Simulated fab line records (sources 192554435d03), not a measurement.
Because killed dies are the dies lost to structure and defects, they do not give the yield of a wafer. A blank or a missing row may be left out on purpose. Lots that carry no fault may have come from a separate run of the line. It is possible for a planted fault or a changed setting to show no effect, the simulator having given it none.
Chamber matching ; flow n5-finfet ; ald-sin-02 running N5_FIN_SAQP_ALD_61: 4 sister chambers
The step deposits SiO2, target thk 4 nm, pulse time 1 s, purge time 2 s. 8 wafers are shown with their chamber, then 10 later ones without.

== WAFERS WITH THEIR CHAMBER ==
wafer;chamber;heater-power-w (W);precursor-pulse-height-rel
L076.2;0;422;1.003
L080.2;1;481;0.995
L083.2;0;425;0.997
L083.5;3;405;0.976
L084.3;3;431;0.995
L084.5;2;568;1.006
L085.2;2;557;0.981
L085.4;1;479;0.993

== WAFERS MISSING THEIR CHAMBER ==
wafer;heater-power-w (W);precursor-pulse-height-rel
L085.6;432;1.024
L087.1;428;0.995
L087.2;431;1.000
L087.5;565;0.983
L094.4;438;1.020
L094.5;429;1.065
L094.6;475;0.992
L096.1;437;1.035
L096.3;493;1.027
L096.4;560;1.013

== WHICH CHAMBER EACH ONE RAN IN ==
wafer;from the rows above;in truth
L085.6;can't be placed: 0 or 3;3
L087.1;can't be placed: 0 or 3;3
L087.2;can't be placed: 0 or 3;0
L087.5;2;2
L094.4;can't be placed: 0 or 3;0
L094.5;can't be placed: 0 or 3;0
L094.6;1;1
L096.1;can't be placed: 0 or 3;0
L096.3;1;1
L096.4;2;2
Placed correctly: 4 of 10. From these rows, 6 cannot be placed; in 6 the true chamber is one of the candidates. Placed wrongly: 0.
How it was worked out, from the rows above alone: a wafer's distance from a chamber is the root of the sum, over the readings, of the square of ((its reading less the chamber's mean) divided by the reading's scatter). The wafer belongs to the nearest chamber; if the next one is less than 2 further off, it can't be placed. The mean given for a chamber averages the wafers shown for that chamber. The scatter is the square root of a quotient: the sum, over the shown wafers, of each reading's squared deviation from its chamber's mean, divided by wafers minus chambers.
